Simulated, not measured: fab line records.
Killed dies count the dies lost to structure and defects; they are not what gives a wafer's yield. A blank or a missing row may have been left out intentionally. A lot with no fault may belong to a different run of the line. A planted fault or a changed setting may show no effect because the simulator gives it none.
A lot that was struck, set against a sound lot | flow n5Finfet | 35 out of 1938 route steps
Sound: these wafers, L836.4, L836.5, L836.6. Struck: wafer L838.1 (left out: L838.2, L838.4 of the same lot, which were not struck); the cause appears at the end.
At each step with rows: each side's tool, then ch and its chambers, then its first start. Under that, the readings that differ: sound wafers | struck wafers | difference of the means | sigmas: that difference in standard deviations of wafers without a fault.
alike: a reading whose means differ by less than 2 such deviations, as well as words and numbers matching on both sides. not compared: withheld readings; readings where some wafer has no value; bounds like >300 that might hide an equal value; numbers whose values overlap and for which the record gives no deviation.
The two part at a step that has a row with sigmas, a row that says differs or no value, or rows on one side only. Non-overlapping numbers with no deviation appear without sigmas and do not part them. Lack of a reading on every wafer of one side parts them only where that side has two or more wafers.

first, 8 steps without rows for these wafers: N5_BEOL_M6_SPUTTER_48 (material Cu, target thk 10 nm, time 1.667 s); N5_BEOL_M6_ECD_50 (material Cu, target thk 300 nm); N5_BEOL_M6_ANNEAL_51 (time 90 s); N5_BEOL_M6_CMP_52 (polishes, stops on SiCOH lowk, t overpolish 6.9 s, target thk 80 nm); N5_BEOL_M6_PRE_CLEAN_55 (time 15 s); N5_BEOL_M6_DEP_56 (deposits SiCN from 3MS/NH3, target thk 10 nm, time 17.5 s); N5_BEOL_M7_ILD_DEP_00 (deposits SiCOH lowk from DEMS/porogen, target thk 179.75 nm, time 33.4 s); N5_BEOL_M7_CURE_74 (cures SiCOH lowk, time 240 s).
N5_BEOL_M7_PECVD_70: deposits SiO2 from TEOS/O2, target thk 20 nm, time 22.7 s.
  sound on pecvd-03 ch 0,1,2, day 13 22:12; struck on pecvd-04 ch 0, day 14 19:35
reading                                   | sound      | struck | difference | sigmas
model.SiO2_of_BEOL_M7_PECVD_70.thkNm (nm) | 20 20 20.2 | 18.2   | -1.9       | 
  alike: heaterPowerOuterW, heaterPowerW, showerheadPlenumPTorr, throttleValvePct
then, 25 steps without rows for these wafers: N5_BEOL_M7_HM_DEP_02 (deposits TiN, target thk 20 nm); N5_BEOL_M7_COAT_59 (time 60 s, resist thk 100 nm); N5_BEOL_M7_COAT_60 (time 60 s, resist thk 35 nm); N5_BEOL_M7_COAT_05 (resist thk 90 nm); N5_BEOL_M7_EBR_07; N5_BEOL_M7_SOFTBAKE_06 (time 60 s); N5_BEOL_M7_EXPOSE_08 (exposes mask M7); N5_BEOL_M7_PEB_09 (peb time 60 s); N5_BEOL_M7_DEVELOP_10 (develop time 30 s); N5_BEOL_M7_DESCUM_16 (chemistry O2, time 7.9 s); N5_BEOL_M7_ETCH_61 (etches SiARC in CF4, target depth 45.5 nm, time 75.8 s); N5_BEOL_M7_ETCH_62 (etches SOC in N2/H2, target depth 110 nm, overetch 22 nm, time 165 s); N5_BEOL_M7_STRIP_68 (strips in N2/H2); N5_BEOL_M7_STRIP_67 (strips in CF4); N5_BEOL_M7_HM_OPEN_17 (chemistry Cl2/BCl3, target TiN, target depth 20 nm, overetch 6 nm); N5_BEOL_M7_STRIP_19 (strips in O2); N5_BEOL_M7_COAT_63 (time 60 s, resist thk 60 nm); N5_BEOL_M7_COAT_64 (time 60 s, resist thk 12 nm); N5_BEOL_M7_COAT_71 (time 60 s, resist thk 5 nm); N5_BEOL_M7_COAT_22 (resist thk 30 nm); N5_BEOL_M7_EBR_24; N5_BEOL_M7_SOFTBAKE_23 (time 60 s); N5_BEOL_M7_EXPOSE_25 (exposes mask V6, target cd 40 nm); N5_BEOL_M7_PEB_26 (peb time 60 s); N5_BEOL_M7_DEVELOP_27 (develop time 30 s).
N5_BEOL_M7_HM_STRIP_39: strips TiN in peroxide tin strip, target depth 25 nm, time 158 s.
  sound on wetBench-03 ch 2,4,5, day 14 02:57; struck on wetBench-03 ch 1, day 15 00:10
reading                                   | sound      | struck | difference | sigmas
model.SiO2_of_BEOL_M7_PECVD_70.thkNm (nm) | 20 19.8 20 | 18     | -2         | 

## WHERE THEY PART
Nowhere in this record.

WHY: whatever the simulator had introduced
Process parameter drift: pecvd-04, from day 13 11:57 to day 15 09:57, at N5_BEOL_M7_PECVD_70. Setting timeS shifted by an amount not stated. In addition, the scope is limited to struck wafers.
